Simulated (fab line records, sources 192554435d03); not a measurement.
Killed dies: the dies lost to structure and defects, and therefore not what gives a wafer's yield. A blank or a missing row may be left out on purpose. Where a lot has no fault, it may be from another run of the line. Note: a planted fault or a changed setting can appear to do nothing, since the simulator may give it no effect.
Chamber matching -- flow n5 finfet -- rie diel-04 running N5_MOL_CONTACT_COAG_DESCUM_45: 4 sister chambers
The step chemistry O2, time 7 s. 8 wafers are shown with their chamber, then 10 later ones without.

WAFERS WITH THEIR CHAMBER
wafer,chamber,drypump motor current A (A),showerhead plenum p Torr (Torr)
L078.4,1,5.3,2.15
L087.3,1,5.3,2.15
L087.6,2,6.2,2.09
L088.3,0,6.0,2.06
L088.5,3,5.3,2.15
L088.6,0,6.0,2.06
L090.2,2,6.3,2.08
L090.4,3,5.3,2.15

WAFERS WHOSE CHAMBER IS MISSING
wafer,drypump motor current A (A),showerhead plenum p Torr (Torr)
L090.5,5.3,2.15
L091.1,5.3,2.15
L091.3,6.0,2.06
L091.4,6.3,2.08
L092.2,5.4,2.15
L092.3,5.3,2.15
L092.4,6.2,2.08
L095.1,5.4,2.14
L095.4,5.4,2.14
L095.6,6.2,2.08

CHAMBER TAKEN BY EACH
wafer,from the rows above,in truth
L090.5,can't be placed: 1 or 3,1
L091.1,can't be placed: 1 or 3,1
L091.3,0,0
L091.4,2,2
L092.2,can't be placed: 1 or 3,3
L092.3,can't be placed: 1 or 3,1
L092.4,2,2
L095.1,can't be placed: 1 or 3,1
L095.4,can't be placed: 1 or 3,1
L095.6,2,2
Placed correctly: 4 of 10. Not placeable from these rows: 6 (in 6, the candidates include the true chamber). Placed wrongly: 0.
How it was worked out, from the rows above alone: a wafer's distance from a chamber is the root of the sum, over the readings, of the square of ((its reading less the chamber's mean) divided by the reading's scatter). The wafer belongs to the nearest chamber; if the next one is less than 2 further off, it can't be placed. Each chamber's mean is taken over the wafers shown for it. The scatter is the square root of a quotient: the sum, over the shown wafers, of each reading's squared deviation from its chamber's mean, divided by wafers minus chambers.
